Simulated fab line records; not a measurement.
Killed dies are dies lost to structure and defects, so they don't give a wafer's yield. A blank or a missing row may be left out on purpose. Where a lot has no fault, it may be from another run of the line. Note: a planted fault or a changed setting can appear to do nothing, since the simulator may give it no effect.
Struck lot and sound lot, side by side -- flow n5 finfet -- 36 steps out of a route of 1938
Sound: the wafers L911.2, L911.4, L911.6. The struck wafers were L903.4, L903.5, L903.6. Last of all comes the cause.
For every step that has rows: the tool of each side, followed by ch and its chambers, followed by its first start. Under that, the readings that differ: sound wafers -- struck wafers -- difference of the means -- sigmas: that difference in standard deviations of wafers without a fault.
alike: same words and numbers on both sides, and readings whose means sit less than 2 such deviations apart. not compared: any withheld reading, any reading some wafer has no value for, any bound like >300 that may hide the same value, and any number with overlapping values for which the record gives no deviation.
Wherever a step has rows on one side only, a row that says differs or no value, or a row with sigmas, the two part there. When numbers do not overlap yet have no deviation, they are printed without sigmas and do not part them. A reading missing from all wafers of one side parts the sides only when that side holds two or more wafers.

first, 11 steps without rows for these wafers: N5_FIN_CUT_PRECLEAN_35 (cleans in vHF, time 13.3 s); N5_FIN_CUT_CUT_ETCH_15 (etches Si in HBr/Cl2/O2, target depth 100 nm, bt time 10 s, time 42.4 s); N5_FIN_CUT_CUT_ETCH_28 (etches Si in HBr/Cl2/O2, target depth 6 nm, time 2.4 s); N5_FIN_CUT_STRIP_22 (strips in N2/H2); N5_FIN_CUT_PRECLEAN_36 (cleans in O3/DIW, time 60 s); N5_FIN_CUT_SRD_32 (time 30 s); N5_FIN_CUT_UV_OZONE_34 (time 120 s); N5_STI_FIN_REVEAL_ALD_00 (deposits SiO2, target thk 1 nm, pulse time 1 s); N5_STI_FIN_REVEAL_ALD_14 (deposits Si3N4, target thk 3 nm); N5_STI_FIN_REVEAL_FCVD_FILL_01 (material SiO2 flowable, target thk 312 nm, time 512.2 s); N5_STI_FIN_REVEAL_DENSIFY_02 (time 1800 s).
N5_STI_FIN_REVEAL_CMP_04: polishes, stops on Si3N4, t overpolish 4 s, target thk 131.83 nm.
  sound on cmp-02 ch 1,2, day 7 21:02; struck on cmp-03 ch 1,2, day 5 22:22
  no value came back on the struck wafers for any of 5 readings (edge zone pressure frac, head pressure psi (psi) and others); on the sound wafers edge zone pressure frac reads 1.005 0.991 1.008
reading,sound,struck,difference,sigmas
model.SiO2_flowable_of_STI_FIN_REVEAL_FCVD_FILL_01.thk nm (nm),131 131.8 131.2,313.4 312.6 312.4,+181.5,
  not compared: pad life wafers
N5_STI_FIN_REVEAL_THK_MEAS_05:
  sound on film metro-02 at day 7 21:20; struck on film metro-02 at day 5 22:40
reading,sound,struck,difference,sigmas
thk nm (nm),131.1 131.8 131.4,313.5 312.6 312.7,+181.5,+99 or more
following that, these wafers have no rows for 1 step: N5_STI_FIN_REVEAL_DENSIFY_30.
N5_STI_FIN_REVEAL_ETCHBACK_08: etches SiO2 in C4F6/O2, target depth 30.5 nm, time 10.167 s.
  sound on rie diel-02 ch 0,3, day 7 21:36; struck on rie diel-02 ch 1,2,3, day 5 22:54
reading,sound,struck,difference,sigmas
oes product au (a.u.),0.75 0.74 0.76,1.08 1.19 1.22,+0.41,+4
throttle valve pct (%),21.49 21.20 21.22,21.68 21.93 21.58,+0.43,+2
  alike: drypump motor current A, oes_o_777_au, rf vpp V, showerhead plenum p Torr
  not compared: rf hours counter h
then, 18 steps without rows for these wafers: N5_STI_FIN_REVEAL_STRIP_24 (strips in N2/H2, time 90 s); N5_STI_FIN_REVEAL_PRECLEAN_25 (cleans in SPM, time 90 s); N5_STI_FIN_REVEAL_PRECLEAN_26 (cleans in SC1, time 45 s); N5_STI_FIN_REVEAL_PRECLEAN_29 (cleans in DHF, time 30 s); N5_STI_FIN_REVEAL_SRD_12 (time 30 s); N5_STI_FIN_REVEAL_RECESS_09 (chemistry HF/NH3, target SiO2, afs cycles 11, target depth 42.5 nm, sublimation time 60 s); N5_STI_FIN_REVEAL_STRIP_16 (strips SiNx in H3PO4, target depth 23.8 nm); N5_STI_FIN_REVEAL_PRECLEAN_17 (cleans in NF3:NH3, afs cycles 1, time 20 s, sublimation time 60 s); N5_STI_FIN_REVEAL_ETCH_34 (etches Si in H2, material Si, target depth 0.97 nm); N5_STI_FIN_REVEAL_OXIDATION_31 (chemistry O2 PLASMA REMOTE, time 20 s); N5_STI_FIN_REVEAL_PRECLEAN_32 (cleans in NF3:NH3, afs cycles 1, time 20 s, sublimation time 60 s); N5_STI_FIN_REVEAL_STRIP_35 (strips Si3N4 in H3PO4, target depth 4 nm, time 39 s); N5_STI_FIN_REVEAL_SRD_21 (time 30 s); N5_STI_FIN_REVEAL_OXIDATION_33 (chemistry O2 PLASMA REMOTE, time 20 s); N5_STI_FIN_REVEAL_CLEAN_19 (cleans in O3/DIW, time 120 s); N5_STI_FIN_REVEAL_SRD_23 (time 30 s); N5_STI_FIN_REVEAL_PRECLEAN_18 (cleans in SC2, time 45 s); N5_STI_FIN_REVEAL_SRD_28 (time 30 s).
N5_STI_FIN_REVEAL_INSPECT_13: inspects for defects (darkfield).
  sound on defect inspect-02 at day 8 00:38; struck on defect inspect-02 at day 6 01:59
reading,sound,struck,difference,sigmas
raw defect count,22 10 8,124 157 204,+148,+26
N5_BEOL_M4_RC_MEAS_101:
  the record has rows for the sound wafers here (prober-02 ch 0, day 13 16:10) and none for the struck ones
-- the record jumps here: 9 days lie between the struck wafers' starts before and after (it left off in module BEOL_M4 and takes up again in module PASSIVATION, whose first step shown is number 1936 of the route) --
N5_PASSIVATION_PROBE_49:
  sound on prober-02 at day 18 05:39; struck on prober-02 at day 15 10:41
reading,sound,struck,difference,sigmas
defect limited yield (%),92.3 92.2 93.6,0 0 0,-93,-66
killed at front end,38 22 25,1130 1107 1128,+1093,+91
killed dies,91 92 76,1180 1180 1180,+1094,+68
killed on rim,7 14 9,152 152 152,+142,+37
sort_bin_5_function (%),4.1 4.2 4.1,96.8 96.2 96.9,+92.5,+96
sort n pass,1089 1088 1104,0 0 0,-1094,-68
sort yield pct (%),92.3 92.2 93.6,0 0 0,-93,-66
  alike: killed_at_M0_to_M3, killed_at_M4_up, killed at contacts, killed at other, killed open, killed short, sort_bin_6_memory

== WHERE THEY PART ==
Earliest at N5_STI_FIN_REVEAL_CMP_04; latest, in this record, at N5_PASSIVATION_PROBE_49.

WHY: what had been put in by the simulator
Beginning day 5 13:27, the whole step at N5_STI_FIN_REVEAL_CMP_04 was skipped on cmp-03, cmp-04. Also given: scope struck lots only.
